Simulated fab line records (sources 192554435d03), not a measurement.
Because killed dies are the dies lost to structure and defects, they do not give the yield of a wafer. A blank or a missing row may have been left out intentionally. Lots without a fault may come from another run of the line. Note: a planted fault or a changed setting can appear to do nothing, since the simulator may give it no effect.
fab line records	flow n5_finfet
record: lots: 7	wafers: 20	last_day: 19
route steps=1938 shown START@1 ZERO_LAYER@2 BEOL_M4@1111 PASSIVATION@1936
lots untouched by any fault: they come from a run of this same line in which no faults occurred
start_h: hours from the record's first day to the start of the lot's first wafer shown	wait_h: how many hours have passed since the lot's step before this one	" unchanged from the row above	L1.1+2: a single row standing in for several wafers	- no value, or no start given	* or withheld: withheld	< > ~ a bound
route shown NAME@n: NAME is a module with steps in the file, n the number in the route of the first one	usual: the fault-free wafers' mean and standard deviation	same: alike in all rows	chamber/n: place in a boat	sites: the reading at each site	_std_site: the values' standard deviation	_edge_site: the outer-site mean with the inner-site mean subtracted	radius_mm: how far each site lies from the wafer's centre	mask NAME#n: copy n	behind: the tool/chamber that last shaped the wafer	hold: the reason the lot was held/the length of the hold in hours/how it ended	device: the transistor (n, p or np) that didn't switch	end of line: the tests these same wafers got at the end of their route	a step without rows: its recipe alone	killed: not the wafer's yield, but the dies lost to structure and defects at the first sort	map: dies across one wafer; x = killed, . = not, _ = none there
set.NAME: setting as actually run; set.NAME@STEP: the setting as run at that earlier step	model.NAME: the simulator's own value behind a step, which no gauge read
lots at some steps of the route; a table a step, a row a wafer
services: when a tool's chamber went out of use (start_h, in hours from the record's first day, below 0 if earlier), for how many hours, and the reason
== steps ==
step: N5_START_INSPECT_01
recipe: inspect_instrument: unpatterned_scan	mode: incoming
usual: raw_defect_count: 5.7/2.7
lot.wafer	tool	chamber	start_h	wait_h	raw_defect_count
L371.2	defect_inspect-01	-	36.03	-	5
L371.6	"	-	"	"	7
L373.3	defect_inspect-01	-	48.03	-	5
L373.5	"	-	"	"	9
L373.6	"	-	"	"	5
L377.2	defect_inspect-01	-	72.15	-	5
L377.5	"	-	"	"	2
L377.6	"	-	"	"	8
L379.4	defect_inspect-01	-	84.04	-	7
L379.5	"	-	"	"	7
L379.6	"	-	"	"	10
L381.2	defect_inspect-01	-	96.03	-	6
L381.5	"	-	"	"	2
L381.6	"	-	"	"	9
L387.1	defect_inspect-02	-	132.03	-	6
L387.3	"	-	"	"	5
L387.4	"	-	"	"	7
L389.3	defect_inspect-01	-	144.03	-	0
L389.4	"	-	"	"	6
L389.5	"	-	"	"	4
step: N5_ZERO_LAYER_PRECLEAN_00
recipe: chemistry: SPM	time_s: 600	temp_c: 120	mix: 4:1
step: N5_ZERO_LAYER_SRD_01
recipe: time_s: 30	temp_c: 23	rinse_liquid: diw	dry: n2_spin	spin_rpm: 1500	dry_time_s: 30
step: N5_ZERO_LAYER_PECVD_02
recipe: material: SiO2	target_thk_a: 100	temp_c: 400	precursor: SiH4/N2O	pressure_torr: 0.75	rf_w: 275	time_s: 6
usual: heater_power_w: 789/81	showerhead_plenum_p_Torr: 8.22/0.063
lot.wafer	tool	chamber	start_h	wait_h	heater_power_w	showerhead_plenum_p_Torr	since_wet_clean_h
L371.2	pecvd-02	0	36.28	0.0	719	8.25	559
L371.6	"	2	"	"	915	8.10	-
L373.3	pecvd-04	0	48.31	0.1	757	8.26	-
L373.5	"	1	"	"	683	8.17	-
L373.6	"	0	"	"	747	8.22	-
L377.2	pecvd-02	0	72.41	0.0	805	8.23	595
L377.5	"	1	"	"	655	8.32	-
L377.6	"	2	"	"	791	8.10	-
L379.4	pecvd-04	2	84.31	0.1	785	8.26	-
L379.5	"	0	"	"	638	8.22	-
L379.6	"	1	"	"	704	8.17	-
L381.2	pecvd-01	0	96.28	0.0	773	8.16	800
L381.5	"	0	"	"	745	8.16	-
L381.6	"	2	"	"	869	8.25	-
L387.1	pecvd-02	0	132.47	0.0	781	8.23	655
L387.3	"	1	"	"	721	8.35	1380
L387.4	"	0	"	"	808	8.26	-
L389.3	pecvd-01	0	144.28	0.0	769	8.19	848
L389.4	"	2	"	"	1005	8.23	-
L389.5	"	1	"	"	759	8.24	-
step: N5_ZERO_LAYER_HMDS_04
recipe: time_s: 60	temp_c: 120
step: N5_ZERO_LAYER_COAT_05
recipe: spin_rpm: 1500	resist_thk_nm: 1000
usual: dispense_pressure_kPa: 48/4.6	spin_speed_rpm: 1500.0/0.97
lot.wafer	tool	chamber	start_h	wait_h	dispense_pressure_kPa	spin_speed_rpm	model.coat_of_ZERO_LAYER_COAT_05.thk_nm
L371.2	litho_track-02	0	36.36	-	43	1500.2	1003
L371.6	"	0	"	"	43	1499.3	999.9
L373.3	litho_track-03	0	48.39	-	47	1500.9	1002
L373.5	"	0	"	"	47	1499.4	1004
L373.6	"	0	"	"	47	1500.6	1002
L377.2	litho_track-02	0	72.49	-	43	1554.7	982.2
L377.5	"	0	"	"	43	1553.9	983.1
L377.6	"	0	"	"	43	1554.9	983.2
L379.4	litho_track-02	0	84.37	-	43	1554.3	981.3
L379.5	"	0	"	"	43	1556.8	980.3
L379.6	"	0	"	"	43	1555.0	982.9
L381.2	litho_track-02	0	96.36	-	43	1556.5	980.7
L381.5	"	0	"	"	43	1556.4	981.6
L381.6	"	0	"	"	43	1555.3	980.4
L387.1	litho_track-04	0	132.55	-	55	1501.0	998.8
L387.3	"	0	"	"	55	1499.0	995.9
L387.4	"	0	"	"	55	1501.3	997.6
L389.3	litho_track-04	0	144.36	-	55	1499.6	1005
L389.4	"	0	"	"	55	1499.1	1001
L389.5	"	0	"	"	55	1498.2	1001
step: N5_ZERO_LAYER_EBR_07
recipe: solvent: PGMEA	ebr_width_mm: 1.5
step: N5_ZERO_LAYER_SOFTBAKE_06
recipe: temp_c: 100	time_s: 90
step: N5_ZERO_LAYER_EXPOSE_08
recipe: mask_id: ZERO	na: 0.55	source_shape: conventional	sigma_outer: 0.8	polarization: unpolarized	defocus_nm: 0	target_cd_nm: 2000	dose_mj: 16.2
step: N5_ZERO_LAYER_PEB_09
recipe: peb_temp_c: withheld	peb_time_s: *
step: N5_ZERO_LAYER_DEVELOP_10
recipe: develop_time_s: 60	rinse_liquid: diw	dry: air_spin	dev_temp_c: 21
step: N5_ZERO_LAYER_HARDBAKE_23
recipe: temp_c: 130	time_s: 120
step: N5_ZERO_LAYER_CD_MEAS_11
recipe: target_cd_nm: 2000	landing_energy_ev: 500	detector: se_inlens
usual: cd_nm: 1999.1/1.9
lot.wafer	tool	chamber	start_h	wait_h	cd_nm
L371.2	cd_sem-01	0	36.77	-	2001.7
L371.6	"	0	"	"	1999.8
L373.3	cd_sem-01	0	48.67	-	1997.9
L373.5	"	0	"	"	1998.5
L373.6	"	0	"	"	2002.9
L377.2	cd_sem-01	0	72.77	-	1998.3
L377.5	"	0	"	"	2002.5
L377.6	"	0	"	"	1999.6
L379.4	cd_sem-01	0	84.77	-	1997.5
L379.5	"	0	"	"	1998.9
L379.6	"	0	"	"	2000.6
L381.2	cd_sem-02	0	96.64	-	1998.5
L381.5	"	0	"	"	2001.0
L381.6	"	0	"	"	1998.3
L387.1	cd_sem-02	0	132.95	-	2001.8
L387.3	"	0	"	"	1998.8
L387.4	"	0	"	"	1998.8
L389.3	cd_sem-01	0	144.64	-	2001.2
L389.4	"	0	"	"	1998.7
L389.5	"	0	"	"	1999.5
step: N5_ZERO_LAYER_DESCUM_16
recipe: chemistry: O2	time_s: 7.9	source_power_w: 50	bias_power_w: 20	pressure_mtorr: 20	rf_frequency_hz: 2.712e+07	temp_c: 40	o2_flow_sccm: 225
usual: drypump_motor_current_A: 6.1/0.47	oes_product_au: 0.76/0.044	rf_vpp_V: 242.6/1.4	showerhead_plenum_p_Torr: 2.06/0.087	throttle_valve_pct: 20.51/0.19
lot.wafer	tool	chamber	start_h	wait_h	drypump_motor_current_A	oes_product_au	rf_hours_counter_h	rf_vpp_V	showerhead_plenum_p_Torr	throttle_valve_pct
L371.2	rie_diel-02	2	36.81	0.0	6.7	0.82	73	241.9	1.96	20.44
L371.6	"	2	"	"	6.7	0.83	-	241.0	1.96	20.44
L373.3	rie_diel-06	0	48.85	0.2	6.0	0.71	206	242.7	2.08	20.42
L373.5	"	0	"	"	6.0	0.71	-	241.7	2.08	20.41
L373.6	"	1	"	"	6.0	0.85	-	241.7	1.95	20.21
L377.2	rie_diel-02	0	72.80	0.0	6.8	0.72	226	240.6	1.99	20.32
L377.5	"	1	"	"	5.5	0.79	-	244.8	2.21	20.43
L377.6	"	2	"	"	6.6	0.81	-	241.0	1.96	20.47
L379.4	rie_diel-02	1	84.81	0.0	5.5	0.78	121	243.5	2.20	20.44
L379.5	"	1	"	"	5.5	0.78	-	244.1	2.20	20.44
L379.6	"	0	"	"	6.7	0.71	-	240.2	1.99	20.34
L381.2	rie_diel-01	1	96.92	0.3	5.5	0.72	183	243.6	2.08	20.94
L381.5	"	2	"	"	5.4	0.80	-	244.0	2.14	20.47
L381.6	"	1	"	"	5.6	0.71	-	242.9	2.08	20.94
L387.1	rie_diel-02	2	133.12	0.2	6.7	0.78	101	241.6	1.95	20.49
L387.3	"	3	"	"	6.2	0.73	150	243.0	2.01	20.87
L387.4	"	0	"	"	6.7	0.70	247	239.2	1.99	20.36
L389.3	rie_diel-02	1	144.68	0.0	5.5	0.77	141	243.3	2.20	20.47
L389.4	"	2	"	"	6.7	0.79	-	242.1	1.95	20.49
L389.5	"	1	"	"	5.5	0.76	-	244.2	2.20	20.47
step: N5_ZERO_LAYER_ETCH_17
recipe: chemistry: CF4	target: SiO2	target_depth_a: 120	time_s: 13.3	ion_energy_ev: 350	pressure_mtorr: 40	source_w: 450	bias_w: 215	Ar_flow_sccm: 100	cf4_flow_sccm: 100
usual: drypump_motor_current_A: 6.1/0.47	oes_product_au: 0.75/0.044	rf_vpp_V: 946/5.2	showerhead_plenum_p_Torr: 2.10/0.085	throttle_valve_pct: 15.68/0.21
lot.wafer	tool	chamber	start_h	wait_h	drypump_motor_current_A	oes_product_au	rf_hours_counter_h	rf_vpp_V	showerhead_plenum_p_Torr	throttle_valve_pct
L371.2	rie_diel-02	2	36.84	0.0	6.6	0.83	73	941	2.01	15.55
L371.6	"	2	"	"	6.7	0.84	-	941	2.01	15.56
L373.3	rie_diel-06	0	48.88	0.0	6.0	0.71	206	949	2.12	15.65
L373.5	"	0	"	"	6.0	0.70	-	947	2.12	15.65
L373.6	"	1	"	"	6.0	0.83	-	940	1.99	15.38
L377.2	rie_diel-02	0	72.84	0.0	6.7	0.71	226	941	2.03	15.50
L377.5	"	1	"	"	5.6	0.77	-	953	2.23	15.54
L377.6	"	2	"	"	6.6	0.81	-	940	2.00	15.57
L379.4	rie_diel-02	1	84.84	0.0	5.5	0.76	121	955	2.23	15.53
L379.5	"	1	"	"	5.6	0.77	-	955	2.23	15.55
L379.6	"	0	"	"	6.8	0.71	-	942	2.03	15.50
L381.2	rie_diel-01	1	96.96	0.0	5.5	0.72	183	948	2.13	16.18
L381.5	"	2	"	"	5.4	0.80	-	952	2.17	15.56
L381.6	"	1	"	"	5.5	0.71	-	947	2.13	16.16
L387.1	rie_diel-02	2	133.15	0.0	6.7	0.79	101	939	2.00	15.61
L387.3	"	3	"	"	6.2	0.73	150	944	2.06	16.02
L387.4	"	0	"	"	6.7	0.69	247	943	2.02	15.54
L389.3	rie_diel-02	1	144.71	0.0	5.5	0.75	141	954	2.23	15.59
L389.4	"	2	"	"	6.6	0.79	-	941	2.00	15.63
L389.5	"	1	"	"	5.5	0.75	-	953	2.23	15.58
step: N5_ZERO_LAYER_ETCH_18
recipe: chemistry: HBr/Cl2	target: Si	target_depth_a: 1200	time_s: 40	pressure_mtorr: 10	icp_w: 800	bias_w: 75	HBr_flow_sccm: 150	Cl2_flow_sccm: 80
usual: drypump_motor_current_A: 5.7/0.54	oes_product_au: 0.996/0.016	throttle_valve_pct: 36.3/0.3
lot.wafer	tool	chamber	start_h	wait_h	drypump_motor_current_A	oes_product_au	rf_hours_counter_h	throttle_valve_pct	model.coat_of_ZERO_LAYER_COAT_05.thk_nm
L371.2	rie_si-06	0	36.91	0.0	5.6	0.987	131	35.8	933
L371.6	"	3	"	"	4.9	1.020	-	36.6	930.3
L373.3	rie_si-06	1	48.95	0.0	5.6	0.979	94	36.3	932.6
L373.5	"	3	"	"	4.9	1.019	-	36.6	934.8
L373.6	"	0	"	"	5.6	0.993	-	35.8	931.5
L377.2	rie_si-05	2	72.91	0.0	6.3	0.987	46	36.2	912.7
L377.5	"	2	"	"	6.3	0.993	-	36.2	913.6
L377.6	"	1	"	"	5.1	0.981	-	36.6	913.7
L379.4	rie_si-03	0	84.92	0.0	5.0	1.004	12	36.2	911.6
L379.5	"	1	"	"	5.5	1.012	-	36.4	909.7
L379.6	"	2	"	"	6.6	1.011	-	35.7	913.9
L381.2	rie_si-03	3	97.03	0.0	6.5	1.012	3	36.3	911.1
L381.5	"	1	"	"	5.6	1.010	-	36.4	910.7
L381.6	"	0	"	"	5.1	0.998	-	36.2	910.3
L387.1	rie_si-06	3	133.22	0.0	4.9	1.025	105	36.5	929.1
L387.3	"	0	"	"	5.6	0.989	133	35.8	926.3
L387.4	"	1	"	"	5.6	0.976	96	36.3	928.3
L389.3	rie_si-06	1	144.79	0.0	5.6	0.979	96	36.3	936.4
L389.4	"	3	"	"	4.9	1.023	106	36.6	930.9
L389.5	"	1	"	"	5.6	0.987	-	36.3	931.8
step: N5_ZERO_LAYER_STRIP_24
recipe: chemistry: O2	power_w: 1000	temp_c: 250	overash_fraction: 0.3	pressure_mtorr: 1000	o2_flow_sccm: 6750
usual: drypump_motor_current_A: 6.0/0.42	heater_power_w: 324/38	oes_product_au: 0.648/0.0046	strip_time_to_endpoint_s: 43.85/0.077
lot.wafer	tool	chamber	start_h	wait_h	drypump_motor_current_A	heater_power_w	oes_product_au	rf_hours_counter_h	strip_time_to_endpoint_s
L371.2	plasma_asher-02	1	37.02	0.1	5.5	324	0.645	78	43.92
L371.6	"	0	"	"	6.0	300	0.650	-	43.84
L373.3	plasma_asher-01	1	49.08	0.1	5.6	389	0.659	-	43.91
L373.5	"	0	"	"	6.6	289	0.646	-	43.98
L373.6	"	1	"	"	5.6	386	0.647	-	43.89
L377.2	plasma_asher-02	1	73.02	0.1	5.6	320	0.644	85	43.32
L377.5	"	1	"	"	5.6	318	0.643	-	43.35
L377.6	"	0	"	"	6.0	297	0.644	-	43.35
L379.4	plasma_asher-01	0	85.05	0.1	6.6	294	0.650	-	43.29
L379.5	"	0	"	"	6.6	285	0.641	-	43.22
L379.6	"	1	"	"	5.6	390	0.645	-	43.35
L381.2	plasma_asher-01	0	97.13	0.1	6.6	288	0.648	38	43.26
L381.5	"	0	"	"	6.6	300	0.648	-	43.24
L381.6	"	1	"	"	5.6	387	0.648	-	43.24
L387.1	plasma_asher-01	1	133.33	0.1	5.6	382	0.643	46	43.81
L387.3	"	1	"	"	5.6	387	0.645	-	43.73
L387.4	"	0	"	"	6.6	285	0.650	-	43.79
L389.3	plasma_asher-02	1	144.91	0.1	5.5	328	0.649	-	44.03
L389.4	"	0	"	"	6.1	294	0.651	-	43.86
L389.5	"	0	"	"	6.0	284	0.645	-	43.90
step: N5_ZERO_LAYER_STRIP_19
recipe: chemistry: SPM	time_s: 900	temp_c: 130	h2so4_h2o2_vol_ratio: 4	dry: ipa_marangoni
step: N5_BEOL_M4_RC_MEAS_101
usual: DIBL_N: 36.4/1.9	DIBL_P: 35.8/2.1	IOFF_N: 0.158/0.029	IOFF_P: 0.21/0.035	ION_N: 676/14	ION_P: 465/9.7	SS_N: 71.5/0.66	SS_P: 73.4/0.7	VT_N: 249.8/3	VT_P: -250/3.3
lot.wafer	tool	chamber	start_h	wait_h	DIBL_N[mV/V]	DIBL_P[mV/V]	IOFF_N[nA/um]	IOFF_P[nA/um]	ION_N[uA/um]	ION_P[uA/um]	SS_N[mV/dec]	SS_P[mV/dec]	VT_N[mV]	VT_P[mV]
L371.2	prober-02	0	211.39	0.5	36.3	36.5	0.146	0.19	672	460	71.4	73.6	250.9	-252
L371.6	"	0	"	"	39.0	39.5	0.190	0.24	672	463	71.8	74.7	248.9	-252
L373.3	prober-02	0	233.44	0.3	37.9	35.5	0.156	0.21	680	466	71.0	73.2	249.6	-250
L373.5	"	0	"	"	37.6	35.8	0.161	0.22	689	476	70.2	72.8	248.3	-249
L373.6	"	0	"	"	36.5	34.0	0.133	0.19	691	475	70.3	72.7	250.4	-250
L377.2	prober-01	0	251.27	0.2	36.9	36.1	0.153	0.21	670	455	71.8	73.5	250.3	-251
L377.5	"	0	"	"	35.4	34.5	0.148	0.19	700	476	71.7	73.7	249.9	-251
L377.6	"	0	"	"	36.3	34.8	0.153	0.19	694	464	71.8	72.6	251.3	-253
L379.4	prober-02	0	277.38	0.5	35.3	34.5	0.131	0.16	649	447	70.8	72.5	250.8	-253
L379.5	"	0	"	"	34.2	33.2	0.114	0.14	667	451	70.3	72.1	252.9	-254
L379.6	"	0	"	"	39.3	40.4	0.196	0.23	667	460	72.1	74.7	249.1	-250
L381.2	prober-01	0	282.30	0.2	34.5	34.2	0.146	0.19	689	474	71.3	72.9	249.5	-250
L381.5	"	0	"	"	39.2	39.8	0.254	0.29	710	482	72.0	75.0	240.3	-245
L381.6	"	0	"	"	34.2	33.1	0.144	0.18	683	465	70.6	72.2	245.0	-249
L387.1	prober-02	0	329.26	0.0	38.4	36.5	0.185	0.22	663	457	72.6	73.5	248.0	-249
L387.3	"	0	"	"	36.7	36.1	0.158	0.21	674	466	71.4	73.3	248.1	-252
L387.4	"	0	"	"	38.4	37.7	0.202	0.23	685	466	72.2	73.8	244.7	-248
L389.3	prober-02	0	335.27	0.3	35.2	35.4	0.131	0.19	658	457	71.8	72.9	253.3	-247
L389.4	"	0	"	"	37.7	38.9	0.171	0.24	683	468	71.9	73.7	248.1	-248
L389.5	"	0	"	"	38.3	38.9	0.191	0.24	697	476	72.5	74.6	246.9	-248
step: N5_PASSIVATION_PROBE_49
usual: defect_limited_yield: 91.3/1.3	killed_at_M0_to_M3: 34/9.1	killed_at_M4_up: 14/5.6	killed_at_contacts: 13/5.9	killed_at_front_end: 39/11	killed_at_other: 3.6/3	killed_dies: 102/16	killed_on_rim: 13/4	killed_open: 68/12	killed_short: 33/7.3	sort_bin_4_leakage: 0.00/0.01	sort_bin_5_function: 5.2/0.89	sort_bin_6_memory: 3.2/0.68	sort_n_pass: 1078/16	sort_yield_pct: 91.3/1.3
same: gross_dies: 1180	killed_at_back_side: 0	sort_bin_8_speed[%]: 0
lot.wafer	tool	chamber	start_h	wait_h	defect_limited_yield[%]	killed_at_M0_to_M3	killed_at_M4_up	killed_at_contacts	killed_at_front_end	killed_at_other	killed_dies	killed_on_rim	killed_open	killed_short	sort_bin_4_leakage[%]	sort_bin_5_function[%]	sort_bin_6_memory[%]	sort_n_pass	sort_yield_pct[%]
L373.3	prober-01	-	341.84	0.1	89.5	36	17	15	50	6	124	19	87	36	0	6.7	3.2	1056	89.5
L373.5	prober-01	-	341.94	0.2	90.2	31	14	9	58	4	116	11	85	31	0	5.8	3.8	1064	90.2
L373.6	prober-01	-	341.99	0.3	91.2	27	21	15	40	1	104	18	71	30	0	5.3	3.1	1076	91.2
L377.2	prober-02	-	357.24	0.1	91.7	26	13	18	41	0	98	8	65	30	0	5.5	2.7	1082	91.7
L377.5	prober-02	-	357.39	0.2	91.4	29	13	10	46	4	102	6	54	34	0	3.1	4.1	1078	91.4
L377.6	prober-02	-	357.44	0.3	90.9	30	21	19	37	0	107	10	69	37	0	5.3	3.6	1073	90.9
L379.4	prober-02	-	381.15	0.2	91.9	33	12	7	39	4	95	6	67	27	0	4.5	3.5	1085	91.9
L379.5	prober-02	-	381.20	0.2	92.1	37	22	6	23	5	93	11	66	27	0	4.7	2.7	1087	92.1
L379.6	prober-02	-	381.25	0.3	92.0	28	11	8	43	4	94	13	56	37	0	4.9	2.5	1086	92.0
L381.2	prober-01	-	397.98	0.1	91.7	38	9	7	42	2	98	13	60	35	0	5.2	2.5	1082	91.7
L381.5	prober-01	-	398.13	0.2	93.6	26	12	9	24	4	75	7	54	20	0.08	4.5	1.9	1104	93.6
L381.6	prober-01	-	398.18	0.3	91.8	45	18	5	29	0	97	17	59	36	0	5.6	2.4	1083	91.8
L387.1	prober-02	-	439.27	0.0	90.3	48	7	15	44	1	115	15	81	34	0	6.2	3.0	1065	90.3
L387.3	prober-02	-	439.37	0.1	94.1	39	8	5	15	3	70	13	48	20	0	4.3	1.6	1110	94.1
L387.4	prober-02	-	439.42	0.2	91.7	40	3	24	27	4	98	13	66	31	0	4.7	3.1	1082	91.7
L389.3	prober-01	-	451.04	0.1	90.6	43	16	16	34	2	111	16	70	39	0	5.3	3.3	1069	90.6
L389.4	prober-01	-	451.09	0.2	90.4	36	17	8	47	5	113	18	66	47	0	5.7	3.5	1067	90.4
L389.5	prober-01	-	451.14	0.2	90.7	46	14	9	35	6	110	11	73	33	0	5.5	3.6	1070	90.7
killed by level:class
L373.3 FIN_SAQP:geometric_particle:open=17 MOL_CONTACT_COAG:geometric_particle:open=14 BEOL_M2:geometric_particle:open=13 FIN_SAQP:geometric_particle:short=10 STI_FIN_REVEAL:geometric_particle:open=9 BEOL_M4:geometric_particle:open=8 STARTING-WAFER:geometric_particle:short=5 BEOL_M0_SAQP:geometric_particle:short=5
L373.5 DUMMY_GATE:geometric_particle:open=14 FIN_SAQP:geometric_particle:open=13 BEOL_M0_SAQP:geometric_particle:open=13 FIN_SAQP:geometric_particle:short=10 STI_FIN_REVEAL:geometric_particle:open=6 MOL_CONTACT_COAG:geometric_particle:open=6 BEOL_M0_SAQP:geometric_particle:short=6 BEOL_M4:geometric_particle:open=6
L373.6 FIN_SAQP:geometric_particle:open=14 MOL_CONTACT_COAG:geometric_particle:open=10 BEOL_M2:geometric_particle:open=10 BEOL_M4:geometric_particle:open=8 FIN_SAQP:geometric_particle:short=7 GATE_CUT:geometric_particle:open=5 MOL_CONTACT_COAG:geometric_particle:short=5 BEOL_M0_SAQP:geometric_particle:open=4
L377.2 MOL_CONTACT_COAG:geometric_particle:open=11 FIN_SAQP:geometric_particle:open=7 MOL_CONTACT_COAG:geometric_particle:short=7 BEOL_M4:geometric_particle:open=7 FIN_SAQP:geometric_particle:short=5 STI_FIN_REVEAL:geometric_particle:open=5 BEOL_M0:geometric_particle:open=5 BEOL_M1:geometric_particle:open=5
L377.5 HKMG_FIN:area_etch=13 FIN_SAQP:geometric_particle:open=10 FIN_SAQP:geometric_particle:short=10 BEOL_M3:geometric_particle:open=8 MOL_CONTACT_COAG:geometric_particle:open=7 BEOL_M0_SAQP:geometric_particle:open=6 BEOL_M0_SAQP:geometric_particle:short=4 GATE_CUT:geometric_particle:short=3
L377.6 MOL_CONTACT_COAG:geometric_particle:open=16 BEOL_M4:geometric_particle:open=10 BEOL_M0_SAQP:geometric_particle:open=8 BEOL_M0_SAQP:geometric_particle:short=8 FIN_SAQP:geometric_particle:open=7 FIN_SAQP:geometric_particle:short=6 STI_FIN_REVEAL:geometric_particle:open=5 STARTING-WAFER:geometric_particle:short=5
L379.4 STI_FIN_REVEAL:geometric_particle:open=14 BEOL_M2:geometric_particle:open=12 BEOL_M3:geometric_particle:open=7 MOL_CONTACT_COAG:geometric_particle:open=7 BEOL_M4:geometric_particle:open=6 BEOL_M3:geometric_particle:short=4 STI_FIN_REVEAL:geometric_particle:short=3 FIN_SAQP:geometric_particle:short=3
L379.5 BEOL_M4:geometric_particle:open=16 BEOL_M3:geometric_particle:open=8 FIN_SAQP:geometric_particle:open=7 BEOL_M2:geometric_particle:open=7 BEOL_M0_SAQP:geometric_particle:open=6 BEOL_M0:geometric_particle:open=6 FIN_SAQP:geometric_particle:short=5 GATE_CUT:geometric_particle:open=4
L379.6 FIN_SAQP:geometric_particle:short=13 BEOL_M2:geometric_particle:open=8 STI_FIN_REVEAL:geometric_particle:open=7 BEOL_M3:geometric_particle:open=7 MOL_CONTACT_COAG:geometric_particle:open=6 DUMMY_GATE:geometric_particle:open=6 BEOL_M4:geometric_particle:open=5 FIN_SAQP:geometric_particle:open=4
L381.2 BEOL_M0_SAQP:geometric_particle:open=15 BEOL_M0_SAQP:geometric_particle:short=12 FIN_SAQP:geometric_particle:short=8 MOL_CONTACT_COAG:geometric_particle:open=7 DUMMY_GATE:geometric_particle:open=6 BEOL_M4:geometric_particle:open=6 BEOL_M3:geometric_particle:open=6 STI_FIN_REVEAL:geometric_particle:open=5
L381.5 BEOL_M2:geometric_particle:open=8 MOL_CONTACT_COAG:geometric_particle:open=7 BEOL_M0_SAQP:geometric_particle:open=6 FIN_SAQP:geometric_particle:open=5 DUMMY_GATE:geometric_particle:open=5 BEOL_M4:geometric_particle:open=5 BEOL_M0_SAQP:geometric_particle:short=4 FIN_SAQP:geometric_particle:short=3
L381.6 BEOL_M0_SAQP:geometric_particle:short=10 BEOL_M0_SAQP:geometric_particle:open=9 FIN_SAQP:geometric_particle:short=6 BEOL_M3:geometric_particle:open=6 BEOL_M4:geometric_particle:open=6 STI_FIN_REVEAL:geometric_particle:open=5 MOL_CONTACT_COAG:geometric_particle:open=5 BEOL_M1:geometric_particle:open=5
L387.1 BEOL_M2:geometric_particle:open=19 MOL_CONTACT_COAG:geometric_particle:open=15 FIN_SAQP:geometric_particle:short=14 STI_FIN_REVEAL:geometric_particle:open=10 BEOL_M3:geometric_particle:open=8 BEOL_M0_SAQP:geometric_particle:short=6 BEOL_M1:geometric_particle:open=5 FIN_SAQP:geometric_particle:open=4
L387.3 BEOL_M3:geometric_particle:open=12 BEOL_M0_SAQP:geometric_particle:open=6 BEOL_M2:geometric_particle:open=6 BEOL_M3:geometric_particle:short=6 MOL_CONTACT_COAG:geometric_particle:open=5 BEOL_M1:geometric_particle:open=5 FIN_SAQP:geometric_particle:short=3 FIN_SAQP:geometric_particle:open=3
L387.4 MOL_CONTACT_COAG:geometric_particle:open=20 BEOL_M3:geometric_particle:open=15 GATE_CUT:geometric_particle:short=6 BEOL_M0_SAQP:geometric_particle:open=6 FIN_SAQP:geometric_particle:open=5 BEOL_M0_SAQP:geometric_particle:short=5 FIN_SAQP:geometric_particle:short=4 MOL_CONTACT_COAG:geometric_particle:short=4
L389.3 GATE_CUT:geometric_particle:short=11 MOL_CONTACT_COAG:geometric_particle:open=11 GATE_CUT:geometric_particle:open=10 BEOL_M0_SAQP:geometric_particle:short=10 BEOL_M2:geometric_particle:open=10 BEOL_M3:geometric_particle:open=10 BEOL_M5:geometric_particle:open=6 MOL_CONTACT_COAG:geometric_particle:short=5
L389.4 BEOL_M4:geometric_particle:open=9 BEOL_M0_SAQP:geometric_particle:short=8 STI_FIN_REVEAL:geometric_particle:open=8 GATE_CUT:geometric_particle:short=8 BEOL_M0_SAQP:geometric_particle:open=8 BEOL_M1:geometric_particle:open=7 DUMMY_GATE:geometric_particle:open=6 MOL_CONTACT_COAG:geometric_particle:open=6
L389.5 BEOL_M2:geometric_particle:open=11 DUMMY_GATE:geometric_particle:open=8 BEOL_M3:geometric_particle:open=8 MOL_CONTACT_COAG:geometric_particle:open=7 BEOL_M0_SAQP:geometric_particle:open=7 BEOL_M0_SAQP:geometric_particle:short=7 BEOL_M1:geometric_particle:open=7 BEOL_M4:geometric_particle:open=6
== services ==
tool	chamber	start_h	hours	kind
pecvd-01	-	23.65	1.2	repair
rie_diel-01	2	25.38	2.1	repair
pecvd-02	-	29.37	4.3	pm
rie_diel-01	1	35.46	2.6	repair
pecvd-02	-	37.16	14.6	pm
rie_si-03	3	37.59	27.0	repair
pecvd-04	2	44.71	8.5	repair
rie_si-06	0	65.25	6.7	repair
pecvd-02	-	73.56	0.6	repair
pecvd-01	-	75.88	1.7	repair
pecvd-01	-	87.46	2.8	pm
rie_si-05	3	88.26	6.9	repair
pecvd-02	2	88.72	2.1	scheduled_down
plasma_asher-02	-	89.19	4.2	repair
rie_diel-02	3	91.57	11.8	repair
rie_diel-06	2	100.74	18.2	repair
rie_si-06	-	106.71	2.8	repair
rie_diel-02	2	130.94	1.8	repair
rie_diel-02	0	143.18	-	clean
rie_diel-02	0	143.18	-	consumable_replace:focus_ring
rie_diel-02	0	143.18	-	consumable_replace:showerhead
rie_diel-02	0	143.18	14.2	scheduled_down
rie_diel-02	0	143.18	14.2	vent_cycle
rie_si-03	-	144.87	0.2	repair
== key ==
first_sign: step: N5_ZERO_LAYER_COAT_05	reading: spin_speed_rpm	direction: up	sigmas: 57	usual: *	struck: *
effect: step: N5_ZERO_LAYER_STRIP_24	reading: strip_time_to_endpoint_s	direction: down	sigmas: 7.2	usual: *	struck: *
model_effect: step: N5_ZERO_LAYER_COAT_05	value: coat_of_ZERO_LAYER_COAT_05.thk_nm	without: 999.5	struck: 981.8
model_effect: step: N5_ZERO_LAYER_ETCH_18	value: coat_of_ZERO_LAYER_COAT_05.thk_nm	without: 929.7	struck: 911.9
met_at N5_ZERO_LAYER_COAT_05
struck_wafers L377.2,L377.5,L377.6,L379.4,L379.5,L379.6,L381.2,L381.5,L381.6
baseline_loss: step: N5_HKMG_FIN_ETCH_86	wafers: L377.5
onset_between 36.36 72.49
fault: kind: process_parameter_drift	tool: litho_track-02	chamber: -	onset_h: 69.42	steps: N5_ZERO_LAYER_COAT_05	channel: spin_rpm	offset: *	shape: step	end_h: 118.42	acts_in: *	stated: *
baseline_loss: these wafers lose ten dies or more at that step, a loss of the line's own and not of a fault; the sort's usual values leave them out
